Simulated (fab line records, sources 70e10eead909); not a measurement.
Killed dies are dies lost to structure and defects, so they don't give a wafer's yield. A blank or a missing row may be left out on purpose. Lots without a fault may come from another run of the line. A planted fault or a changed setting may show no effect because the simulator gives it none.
A struck lot beside a sound one | flow nand_harc | 14 steps out of a route of 1302
Sound: wafers L121.2, L121.5, L121.6. Struck: wafers L112.3, L112.5, L112.6. The cause comes at the end.
At each step with rows: each side's tool, then ch and its chambers, then its first start. Under that, the readings that differ: sound wafers | struck wafers | difference of the means | sigmas: that difference in standard deviations of wafers without a fault.
alike: readings whose means differ by less than 2 such deviations, and words and numbers that are the same on both sides. not compared: withheld readings, readings that some wafer has no value for, bounds like >300 that may hide the same value, and numbers for which the record gives no deviation and whose values overlap.
The two part at a step that has a row with sigmas, a row that says differs or no value, or rows on one side only. Numbers that don't overlap but have no deviation are shown without sigmas and don't part them. A reading that every wafer of one side lacks parts them only if that side has two wafers or more.

NHARC_A_CONTACT_STRIP_55: strips in O2.
  sound on rie_diel-03 ch 0,2,3; struck on rie_diel-04 ch 0,1,2
  alike: drypump_motor_current_A, oes_product_au, rf_vpp_V, showerhead_plenum_p_Torr, throttle_valve_pct
  not compared: rf_hours_counter_h
then, 1 step without rows for these wafers: NHARC_A_CONTACT_STRIP_56 (strips in post etch residue remover, time 600 s).
NHARC_A_CONTACT_DEP_57: deposits aC, target thk 5300 nm.
  sound on acl_dep-02 ch 0, day 30 05:58; struck on acl_dep-01 ch 0, day 26 21:17
  alike: throttle_valve_pct
NHARC_A_CONTACT_DEP_58: deposits SiON, target thk 90 nm.
  sound on pecvd-04 ch 0,1,2, day 30 08:40; struck on pecvd-04 ch 0,1,2, day 26 23:25
  alike: heater_power_w
  not compared: since_wet_clean_h
then, 8 steps without rows for these wafers: NHARC_A_CONTACT_DEHYDRATE_59 (time 120 s); NHARC_A_CONTACT_HMDS_60 (time 30 s); NHARC_A_CONTACT_COAT_61 (time 75 s); NHARC_A_CONTACT_COAT_62 (time 65 s); NHARC_A_CONTACT_COAT_63 (resist thk 90 nm); NHARC_A_CONTACT_SOFTBAKE_64 (time 55 s); NHARC_A_CONTACT_EBR_65; NHARC_A_CONTACT_EXPOSE_66 (exposes mask A CC 2).
NHARC_A_CONTACT_PEB_67: peb time 65 s.
  sound on litho_track-04 ch 0, day 30 09:11; struck on litho_track-06, day 27 00:03
  no value came back on the struck wafers for chill_plate_temp_C (C), exhaust_pa (Pa), plate_temp_C (C); on the sound wafers chill_plate_temp_C (C) reads 23.00 23.01 22.90
then, 1 step without rows for these wafers: NHARC_A_CONTACT_DEVELOP_68 (develop time 35 s).

WHERE THEY PART
Only at NHARC_A_CONTACT_PEB_67, within this record.

WHY: what the simulator had put in
Skipped step whole: litho_track-06, from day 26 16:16 on, at NHARC_A_CONTACT_PEB_67. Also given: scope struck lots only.
